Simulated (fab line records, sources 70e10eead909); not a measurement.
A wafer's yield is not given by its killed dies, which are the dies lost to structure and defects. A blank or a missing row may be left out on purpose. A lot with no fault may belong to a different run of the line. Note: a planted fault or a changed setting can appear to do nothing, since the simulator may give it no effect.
Matching of chambers || flow nand harc || pecvd-02 running NHARC_P_M0_DEP_32: 3 sister chambers
The step deposits SiCN, target thk 30 nm. 3 wafers are shown with their chamber, then 9 later ones without.

WAFERS PAIRED WITH THEIR CHAMBERS
{"wafer": "L089.1", "chamber": 2, "heater power w (W)": 543}
{"wafer": "L089.5", "chamber": 1, "heater power w (W)": 643}
{"wafer": "L089.6", "chamber": 0, "heater power w (W)": 665}

WAFERS WITHOUT THEIR CHAMBER
{"wafer": "L090.4", "heater power w (W)": 734}
{"wafer": "L090.5", "heater power w (W)": 597}
{"wafer": "L090.6", "heater power w (W)": 578}
{"wafer": "L091.1", "heater power w (W)": 738}
{"wafer": "L091.3", "heater power w (W)": 536}
{"wafer": "L091.4", "heater power w (W)": 748}
{"wafer": "L094.4", "heater power w (W)": 592}
{"wafer": "L094.5", "heater power w (W)": 650}
{"wafer": "L094.6", "heater power w (W)": 671}

EACH ONE'S CHAMBER
{"wafer": "L090.4", "from the rows above": "can't be placed: 0 or 1", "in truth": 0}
{"wafer": "L090.5", "from the rows above": "can't be placed: 1 or 2 or 0", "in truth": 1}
{"wafer": "L090.6", "from the rows above": "can't be placed: 2 or 1 or 0", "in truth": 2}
{"wafer": "L091.1", "from the rows above": "can't be placed: 0 or 1", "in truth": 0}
{"wafer": "L091.3", "from the rows above": "can't be placed: 2 or 1", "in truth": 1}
{"wafer": "L091.4", "from the rows above": "can't be placed: 0 or 1", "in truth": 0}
{"wafer": "L094.4", "from the rows above": "can't be placed: 2 or 1 or 0", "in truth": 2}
{"wafer": "L094.5", "from the rows above": "can't be placed: 1 or 0 or 2", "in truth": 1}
{"wafer": "L094.6", "from the rows above": "can't be placed: 0 or 1", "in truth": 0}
Correctly placed: 0 of 9. From these rows, 9 cannot be placed; in 9 the true chamber is one of the candidates. Placed wrongly: 0.
How it was worked out, from the rows above alone: a wafer's distance from a chamber is the root of the sum, over the readings, of the square of ((its reading less the chamber's mean) divided by the reading's scatter). If the next closest chamber is less than 2 further off than the closest, the wafer can't be placed; otherwise it belongs to the closest. A chamber's mean is the mean of its shown wafers. The scatter (one wafer shown for each chamber): square how far every hidden wafer sits from the nearest shown wafer, average those squares and take the square root.
